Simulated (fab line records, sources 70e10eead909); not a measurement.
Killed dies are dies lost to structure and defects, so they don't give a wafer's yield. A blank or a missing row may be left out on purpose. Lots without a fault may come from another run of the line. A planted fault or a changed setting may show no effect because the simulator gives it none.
fab line records | flow nand_harc
record lots=14 wafers=41 last_day=32
route steps=1302 shown A_ZERO_WELL@412 A_ONON_D1@427 END@1302
lots that met no fault: from a run of the same line without faults
start_h: hours from the record's first day to the start of the lot's first wafer shown | wait_h: hours since the lot's step before | " the same as in the row above | L1.1+2: a row that stands for several wafers | - no value, or no start given | * or withheld: withheld | < > ~ a bound
route shown NAME@n: a module of which the file shows steps, and the number in the route of the first | usual: mean/standard deviation of fault-free wafers | same: alike in all rows | chamber/n: place in a boat | sites: the reading at each site | _std_site: their standard deviation | _edge_site: outer sites' mean less inner sites' | radius_mm: how far each site lies from the wafer's centre | mask NAME#n: copy n | behind: the tool/chamber that last shaped the wafer | hold: why the lot was held/for how many hours/how that ended | device: the transistor (n, p or np) that didn't switch | end of line: the same wafers' tests at the end of the route | a step without rows: its recipe alone | killed: dies lost to structure and defects at the first sort, not the wafer's yield | map: a wafer's dies, x killed, . not, _ none there
set.NAME: the setting as run; set.NAME@STEP: as run at that earlier step | model.NAME: the simulator's own value behind a step, which no gauge read
steps of the route over a sample of lots; a table a step, a row a wafer
services: from which hour (start_h, from the record's first day; less than 0 if before it) a tool's chamber was out of use, for how many hours, and why
## steps
# step NHARC_A_ZERO_WELL_INSPECT_17
# usual raw_defect_count=12/6.5
# columns lot.wafer tool chamber start_h wait_h raw_defect_count
L394.2 defect_inspect-01 - 143.93 0.1 12
L394.4 " - " " 14
L394.5 " - " " 17
L395.2 defect_inspect-01 - 147.54 0.1 13
L395.3 " - " " 10
L395.6 " - " " 10
L396.1 defect_inspect-02 - 161.26 0.2 12
L396.2 " - " " 38
L396.3 " - " " 28
L397.1 defect_inspect-01 - 173.00 0.2 6
L397.2 " - " " 10
L397.5 " - " " 12
L399.1 defect_inspect-01 - 187.65 0.2 9
L399.3 " - " " 13
L399.4 " - " " 4
L400.1 defect_inspect-01 - 202.06 0.2 9
L400.3 " - " " 4
L400.5 " - " " 4
L401.3 defect_inspect-01 - 221.19 0.1 7
L401.5 " - " " 6
L401.6 " - " " 8
L402.3 defect_inspect-01 - 230.01 0.1 11
L402.4 " - " " 11
L402.6 " - " " 13
L403.2 defect_inspect-01 - 231.62 0.1 7
L403.3 " - " " 16
L403.4 " - " " 9
L404.1 defect_inspect-02 - 251.18 0.2 7
L404.5 " - " " 10
L404.6 " - " " 30
L407.3 defect_inspect-01 - 267.69 0.1 7
L407.4 " - " " 6
L407.6 " - " " 15
L409.3 defect_inspect-01 - 284.17 0.1 8
L409.5 " - " " 11
L409.6 " - " " 7
L411.2 defect_inspect-02 - 307.31 0.1 10
L411.5 " - " " 8
L411.6 " - " " 6
L412.4 defect_inspect-02 - 315.85 0.1 9
L412.5 " - " " 10
# step NHARC_A_ONON_D1_THK_MEAS_05
# recipe thk_meas_gauge=ellipsometry
# usual thk_nm=999/9.8
# columns lot.wafer tool chamber start_h wait_h thk_nm
L394.2 film_metro-01 - 167.79 - 1002
L394.4 " - " " 1004
L394.5 " - " " 1003
L395.2 film_metro-02 - 167.81 - 994
L395.3 " - " " 994
L395.6 " - " " 993
L396.1 film_metro-01 - 184.68 - 995
L396.2 " - " " 994
L396.3 " - " " 995
L397.1 film_metro-01 - 193.91 - 1004
L397.2 " - " " 1001
L397.5 " - " " 1001
L399.1 film_metro-01 - 208.93 - 992
L399.3 " - " " 991
L399.4 " - " " 991
L400.1 film_metro-02 - 225.20 - 1006
L400.3 " - " " 1006
L400.5 " - " " 1004
L401.3 film_metro-01 - 242.24 - 1004
L401.5 " - " " 1003
L401.6 " - " " 1002
L402.3 film_metro-01 - 251.02 - 1019
L402.4 " - " " 1018
L402.6 " - " " 1019
L403.2 film_metro-02 - 251.05 - 1008
L403.3 " - " " 1008
L403.4 " - " " 1009
L404.1 film_metro-01 - 272.33 - 994
L404.5 " - " " 994
L404.6 " - " " 994
L407.3 film_metro-01 - 289.14 - 987
L407.4 " - " " 987
L407.6 " - " " 988
L409.3 film_metro-02 - 305.34 - 995
L409.5 " - " " 994
L409.6 " - " " 996
L411.2 film_metro-01 - 327.04 - 1007
L411.5 " - " " 1008
L411.6 " - " " 1008
L412.4 film_metro-01 - 340.01 - 1005
L412.5 " - " " 1005
# step NHARC_A_ONON_D1_THK_MEAS_08
# recipe thk_meas_gauge=ellipsometry
# usual thk_nm=999/9.9
# columns lot.wafer tool chamber start_h wait_h thk_nm
L394.2 film_metro-01 - 168.35 - 1007
L394.4 " - " " 1008
L394.5 " - " " 1008
L395.2 film_metro-02 - 168.37 - 993
L395.3 " - " " 992
L395.6 " - " " 992
L396.1 film_metro-01 - 185.25 - 1022
L396.2 " - " " 1024
L396.3 " - " " 1019
L397.1 film_metro-01 - 194.47 - 1001
L397.2 " - " " 1000
L397.5 " - " " 1000
L399.1 film_metro-01 - 209.50 - 1007
L399.3 " - " " 1006
L399.4 " - " " 1007
L400.1 film_metro-01 - 225.77 - 1011
L400.3 " - " " 1011
L400.5 " - " " 1010
L401.3 film_metro-02 - 242.81 - 995
L401.5 " - " " 995
L401.6 " - " " 993
L402.3 film_metro-01 - 251.59 - 991
L402.4 " - " " 991
L402.6 " - " " 991
L403.2 film_metro-01 - 251.62 - 998
L403.3 " - " " 998
L403.4 " - " " 999
L404.1 film_metro-02 - 272.90 - 998
L404.5 " - " " 1002
L404.6 " - " " 999
L407.3 film_metro-01 - 289.70 - 989
L407.4 " - " " 989
L407.6 " - " " 990
L409.3 film_metro-01 - 305.91 - 979
L409.5 " - " " 979
L409.6 " - " " 978
L411.2 film_metro-01 - 327.61 - 985
L411.5 " - " " 985
L411.6 " - " " 984
L412.4 film_metro-01 - 340.58 - 1006
L412.5 " - " " 1008
# step NHARC_A_ONON_D1_DEP_09
# recipe target_thk_a=10000 n2_flow_sccm=2750 n2o_flow_sccm=2000 nh3_flow_sccm=500 sih4_flow_sccm=210 temp_c=400
# usual n2_flow_sccm=2749/7.9
# columns lot.wafer tool chamber start_h wait_h n2_flow_sccm
L394.2 pecvd_onon-04 0 168.46 0.1 2747
L394.4 " 0 " " 2734
L394.5 " 0 " " 2743
L395.2 pecvd_onon-02 0 168.49 0.1 2747
L395.3 " 0 " " 2739
L395.6 " 0 " " 2738
L396.1 pecvd_onon-03 0 185.31 0.1 2754
L396.2 " 0 " " 2759
L396.3 " 0 " " 2754
L397.1 pecvd_onon-04 0 194.53 0.1 2746
L397.2 " 0 " " 2758
L397.5 " 0 " " 2755
L399.1 pecvd_onon-04 0 209.55 0.1 2741
L399.3 " 0 " " 2744
L399.4 " 0 " " 2750
L400.1 pecvd_onon-03 0 225.83 0.1 2751
L400.3 " 0 " " 2746
L400.5 " 0 " " 2746
L401.3 pecvd_onon-03 0 242.98 0.2 2763
L401.5 " 0 " " 2756
L401.6 " 0 " " 2748
L403.2 pecvd_onon-02 0 251.74 0.1 2737
L403.3 " 0 " " 2745
L403.4 " 0 " " 2754
L402.3 pecvd_onon-03 0 251.76 0.2 2750
L402.4 " 0 " " 2747
L402.6 " 0 " " 2757
L404.1 pecvd_onon-03 0 272.95 0.1 2756
L404.5 " 0 " " 2760
L404.6 " 0 " " 2765
L407.3 pecvd_onon-03 0 289.87 0.2 2746
L407.4 " 0 " " 2742
L407.6 " 0 " " 2744
L409.3 pecvd_onon-03 0 306.10 0.2 2736
L409.5 " 0 " " 2741
L409.6 " 0 " " 2739
L411.2 pecvd_onon-03 0 327.73 0.1 2752
L411.5 " 0 " " 2744
L411.6 " 0 " " 2747
L412.4 pecvd_onon-03 0 340.80 0.2 2758
L412.5 " 0 " " 2745
# step NHARC_A_ONON_D1_THK_MEAS_11
# recipe thk_meas_gauge=ellipsometry
# usual thk_nm=994/14
# columns lot.wafer tool chamber start_h wait_h thk_nm
L394.2 film_metro-02 - 168.92 - 1015
L394.4 " - " " 1017
L394.5 " - " " 1015
L395.2 film_metro-02 - 168.94 - 1001
L395.3 " - " " 1002
L395.6 " - " " 1003
L396.1 film_metro-01 - 185.81 - 980
L396.2 " - " " 980
L396.3 " - " " 980
L397.1 film_metro-01 - 195.04 - 997
L397.2 " - " " 996
L397.5 " - " " 998
L399.1 film_metro-01 - 210.06 - 963
L399.3 " - " " 962
L399.4 " - " " 962
L400.1 film_metro-01 - 226.34 - 991
L400.3 " - " " 990
L400.5 " - " " 991
L401.3 film_metro-02 - 243.37 - 995
L401.5 " - " " 996
L401.6 " - " " 996
L402.3 film_metro-02 - 252.15 - 970
L402.4 " - " " 970
L402.6 " - " " 970
L403.2 film_metro-01 - 252.19 - 1005
L403.3 " - " " 1005
L403.4 " - " " 1004
L404.1 film_metro-02 - 273.46 - 1001
L404.5 " - " " 999
L404.6 " - " " 998
L407.3 film_metro-01 - 290.27 - 1007
L407.4 " - " " 1010
L407.6 " - " " 1007
L409.3 film_metro-02 - 306.49 - 986
L409.5 " - " " 500
L409.6 " - " " 985
L411.2 film_metro-01 - 328.18 - 542
L411.5 " - " " 543
L411.6 " - " " 1027
L412.4 film_metro-01 - 341.14 - 990
L412.5 " - " " 502
# step NHARC_END_SORT_01
# recipe temp_c=25
# usual killed_at_array=59/19 killed_at_other=0.6/0.85 killed_at_periphery=3.8/2.5 killed_dies=64/19 killed_open=3.3/1.8 killed_short=2.2/1.6
# same gross_dies=677
# columns lot.wafer tool chamber start_h wait_h killed_at_array killed_at_other killed_at_periphery killed_dies killed_open killed_short
L409.3 prober-01 0 701.90 3.1 68 0 2 70 3 0
L409.5 prober-01 0 703.50 3.7 675 0 2 677 1 2
L409.6 prober-01 0 704.31 4.0 69 2 5 76 3 5
L411.2 prober-01 0 728.35 2.8 672 3 2 677 2 2
L411.5 prober-01 0 730.71 3.7 676 1 0 677 2 0
L411.6 prober-01 0 731.50 3.9 71 1 4 76 1 0
L412.4 prober-01 0 764.15 3.4 73 0 3 76 2 4
L412.5 prober-01 0 764.94 3.7 670 1 6 677 4 3
# killed by level:class
L409.3 A_SLIT:chamber_film_flake=29 A_CHANNEL_HOLE_D1:chamber_film_flake=26 A_CONTACT:chamber_film_flake=6 A_CHANNEL_FILL_D2:chamber_film_flake=3 A_BLC:geometric_particle:open=2 P_CONTACT:geometric_particle:open=1 P_GATE:chamber_film_flake=1 A_ZERO_WELL:chamber_film_flake=1
L409.5 A_ONON_D1:area_dep=600 A_CHANNEL_HOLE_D1:chamber_film_flake=34 A_SLIT:chamber_film_flake=33 A_STAIRCASE:chamber_film_flake=2 A_CONTACT:chamber_film_flake=2 P_CONTACT:geometric_particle:short=1 A_CHANNEL_FILL_D1:geometric_particle:open=1 A_CONTACT:geometric_particle:short=1
L409.6 A_SLIT:chamber_film_flake=33 A_CHANNEL_HOLE_D1:chamber_film_flake=21 A_STAIRCASE:chamber_film_flake=4 P_ZERO_WELL:chamber_film_flake=3 A_WL_FILL:chamber_film_flake=2 P_CONTACT:geometric_particle:short=1 P_M0:geometric_particle:open=1 A_ONON_D1:geometric_particle:short=1
L411.2 A_ONON_D1:area_dep=595 A_CHANNEL_HOLE_D1:chamber_film_flake=35 A_CHANNEL_HOLE_D2:chamber_film_flake=21 A_SGD_CUT:chamber_film_flake=6 A_STAIRCASE:chamber_film_flake=3 A_CONTACT:chamber_film_flake=3 THIN_TSV:chamber_film_flake=3 A_SLIT:chamber_film_flake=2
L411.5 A_ONON_D1:area_dep=604 A_CHANNEL_HOLE_D1:chamber_film_flake=29 A_CHANNEL_HOLE_D2:chamber_film_flake=19 A_SLIT:chamber_film_flake=6 A_WL_FILL:chamber_film_flake=5 A_SGD_CUT:chamber_film_flake=4 A_CONTACT:chamber_film_flake=3 A_STAIRCASE:chamber_film_flake=2
L411.6 A_CHANNEL_HOLE_D1:chamber_film_flake=25 A_CHANNEL_HOLE_D2:chamber_film_flake=22 P_ZERO_WELL:chamber_film_flake=4 A_SGD_CUT:chamber_film_flake=4 A_CONTACT:chamber_film_flake=4 A_CHANNEL_FILL_D2:chamber_film_flake=3 A_SLIT:chamber_film_flake=3 A_ZERO_WELL:chamber_film_flake=2
L412.4 A_SLIT:chamber_film_flake=33 A_CHANNEL_HOLE_D1:chamber_film_flake=24 P_GATE:chamber_film_flake=3 A_WL_FILL:chamber_film_flake=3 A_CONTACT:chamber_film_flake=3 A_ONON_D2:geometric_particle:short=2 A_DECK1_JOINT:chamber_film_flake=2 A_STAIRCASE:chamber_film_flake=2
L412.5 A_ONON_D1:area_dep=597 A_SLIT:chamber_film_flake=36 A_CHANNEL_HOLE_D1:chamber_film_flake=22 A_CONTACT:chamber_film_flake=7 P_GATE:chamber_film_flake=4 P_M1:geometric_particle:open=1 A_ONON_D1:geometric_particle:open=1 A_CHANNEL_FILL_D1:geometric_particle:short=1
## services
# columns tool chamber start_h hours kind
pecvd_onon-02 - 185.09 13.0 pm
pecvd_onon-03 - 186.71 2.8 repair
pecvd_onon-03 - 227.00 13.0 pm
pecvd_onon-04 - 241.68 7.7 repair
pecvd_onon-04 - 311.91 13.0 pm
## key
first_sign step=NHARC_A_ONON_D1_THK_MEAS_11 reading=thk_nm direction=down sigmas=35 usual=994 struck=522
effect step=NHARC_END_SORT_01 reading=killed_dies direction=up sigmas=33 usual=64 struck=677
more_kills_born_at NHARC_A_ONON_D1_DEP_09@pecvd_onon-03=2396
met_at NHARC_A_ONON_D1_DEP_09
struck_lots L409,L411,L412
struck_wafers L409.5,L411.2,L411.5,L412.5
later_rows_left_out L409.5,L411.2,L411.5,L412.5
tester_left_out L409,L411,L412
not_acting_at NHARC_A_ZERO_WELL_INSPECT_17,NHARC_A_ONON_D1_THK_MEAS_05,NHARC_A_ONON_D1_THK_MEAS_08
onset_between 289.87 306.10
fault kind=process_parameter_drift tool=pecvd_onon-03 chamber=- onset_h=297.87 steps=NHARC_A_ONON_D1_DEP_09 channel=target_thk_a offset=* shape=step end_h=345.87 scope=struck_wafers_only acts_in=* stated=*
# tester_left_out: of these lots the tester's yield and bins aren't shown, on N5 and GAA mostly nor the transistor test; their killed dies are dies lost to structure and defects alone, not to doping, threshold or leakage, so they don't give the yield
# later_rows_left_out: the simulator's readings of these wafers behind a module that went badly wrong aren't trusted and aren't shown, but for the sort
